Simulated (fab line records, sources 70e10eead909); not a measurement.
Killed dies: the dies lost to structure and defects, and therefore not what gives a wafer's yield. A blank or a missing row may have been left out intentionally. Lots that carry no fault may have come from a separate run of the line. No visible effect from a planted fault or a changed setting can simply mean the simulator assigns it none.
Chamber matching	flow nand-harc	NHARC_P_BONDPAD_ETCH_24 on rie-diel-03 has 4 sister chambers
The step etches the open film in CF4/N2, target depth 30 nm, time 72.99 s. 16 wafers are shown with their chamber, then 8 later ones without.

WAFERS PAIRED WITH THEIR CHAMBERS
wafer	chamber	oes-product-au (a.u.)	rf-vpp-V (V)	cf4-flow-sccm (sccm)
L594.1	0	0.981	313.9	50.17
L594.2	1	0.993	312.5	49.95
L594.3	3	1.001	316.6	49.99
L595.2	0	0.973	311.8	49.97
L595.3	2	1.002	315.6	49.84
L595.4	1	1.017	313.2	50.03
L599.1	3	1.013	314.2	49.92
L599.4	1	1.003	312.6	50.18
L599.6	3	1.003	314.8	50.35
L601.1	0	0.984	314.3	50.00
L601.2	3	0.994	313.6	49.70
L601.5	1	1.007	311.4	49.97
L603.1	0	0.984	312.0	50.05
L603.2	3	1.006	313.5	49.87
L603.5	0	0.974	312.7	49.93
L608.1	0	0.978	313.5	49.94

SIGNATURES (averages over the wafers above)
reading	chamber 0	chamber 1	chamber 2	chamber 3	scatter within a chamber
oes-product-au	0.97900	1.00500	1.00200	1.00340	0.0071
rf-vpp-V	313.033	312.425	315.600	314.540	1.05
cf4-flow-sccm	50.0100	50.0325	49.8400	49.9660	0.159
Rule: for each reading, subtract the chamber's mean from the wafer's reading, divide by that reading's scatter and square the result; add these up over the readings and take the root, which gives the wafer's distance from the chamber. The wafer belongs to the nearest chamber; if the next one is less than 2 further off, it can't be placed. The scatter: take each reading less its chamber's mean, square it, sum over the shown wafers, divide by the number of wafers less the number of chambers, and take the root.

WAFERS WITHOUT THEIR CHAMBER
wafer	oes-product-au (a.u.)	rf-vpp-V (V)	cf4-flow-sccm (sccm)
L608.4	1.005	315.3	50.03
L608.5	0.992	311.5	50.19
L609.1	1.000	313.4	49.82
L609.3	1.018	314.1	50.06
L609.6	1.001	312.9	49.67
L611.1	0.999	315.0	50.02
L611.2	1.016	313.6	49.94
L611.3	0.997	312.4	50.00

WHICH CHAMBER EACH WENT THROUGH
wafer	from the rows above	in truth
L608.4	can't be placed: 3 or 2 or 1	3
L608.5	can't be placed: 1 or 0 or 3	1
L609.1	can't be placed: 3 or 1 or 2 or 0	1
L609.3	can't be placed: 3 or 1 or 2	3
L609.6	can't be placed: 1 or 3 or 2 or 0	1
L611.1	can't be placed: 3 or 2 or 1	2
L611.2	can't be placed: 3 or 1 or 2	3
L611.3	can't be placed: 1 or 3 or 0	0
0 of 8 placed correctly. Can't be placed from these rows: 8 (the true chamber is among the candidates in 8). Number placed wrongly: 0.
